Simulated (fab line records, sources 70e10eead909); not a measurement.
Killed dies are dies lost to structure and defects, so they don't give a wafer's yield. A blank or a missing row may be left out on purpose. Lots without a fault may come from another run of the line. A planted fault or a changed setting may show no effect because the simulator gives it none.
Chamber matching | flow nand_harc | NHARC_P_M1_STRIP_18 on rie_diel-04: 4 sister chambers
The step strips in N2/H2. 14 wafers are shown with their chamber, then 7 later ones without.

WAFERS WITH THEIR CHAMBER
wafer  | chamber | showerhead_plenum_p_Torr (Torr) | rf_vpp_V (V) | oes_product_au (a.u.)
L076.1 | 2       | 1.97                            | 90.2         | 1.001
L076.2 | 1       | 1.95                            | 91.7         | 0.993
L076.5 | 0       | 2.08                            | 91.8         | 1.004
L075.2 | 1       | 1.95                            | 89.9         | 0.993
L075.3 | 0       | 2.08                            | 91.1         | 1.000
L075.6 | 2       | 1.97                            | 89.3         | 0.999
L080.1 | 2       | 1.97                            | 88.2         | 1.012
L080.2 | 3       | 1.93                            | 89.4         | 0.996
L080.6 | 2       | 1.97                            | 90.6         | 1.000
L081.1 | 3       | 1.93                            | 89.9         | 1.001
L081.3 | 1       | 1.95                            | 88.6         | 0.998
L081.6 | 3       | 1.93                            | 90.3         | 1.000
L088.2 | 2       | 1.97                            | 89.1         | 0.997
L088.5 | 3       | 1.92                            | 90.2         | 0.995

SIGNATURES (means of the wafers above)
reading                  | chamber 0 | chamber 1 | chamber 2 | chamber 3 | scatter within a chamber
showerhead_plenum_p_Torr | 2.0800    | 1.9500    | 1.9700    | 1.9275    | 0.00274
rf_vpp_V                 | 91.450    | 90.067    | 89.480    | 89.950    | 0.958
oes_product_au           | 1.00200   | 0.99467   | 1.00180   | 0.99800   | 0.00435
Rule: a wafer's distance from a chamber is the root of the sum, over the readings, of the square of ((its reading less the chamber's mean) divided by the reading's scatter). The wafer belongs to the nearest chamber; if the next one is less than 2 further off, it can't be placed. The scatter: the root of (the sum of the squares of (reading less its chamber's mean) over the shown wafers, divided by (wafers less chambers)).

WAFERS WITHOUT THEIR CHAMBER
wafer  | showerhead_plenum_p_Torr (Torr) | rf_vpp_V (V) | oes_product_au (a.u.)
L088.6 | 1.97                            | 90.2         | 1.004
L091.1 | 1.95                            | 89.0         | 0.986
L091.3 | 2.08                            | 90.9         | 0.998
L091.5 | 1.95                            | 90.0         | 0.995
L093.1 | 1.92                            | 90.5         | 1.006
L093.2 | 1.95                            | 90.5         | 0.992
L093.3 | 1.97                            | 89.9         | 1.014

WHICH CHAMBER EACH WENT THROUGH
wafer  | from the rows above | in truth
L088.6 | 2                   | 2
L091.1 | 1                   | 1
L091.3 | 0                   | 0
L091.5 | 1                   | 1
L093.1 | 3                   | 3
L093.2 | 1                   | 1
L093.3 | 2                   | 2
Placed correctly: 7 of 7. Can't be placed from these rows: 0. Placed wrongly: 0.
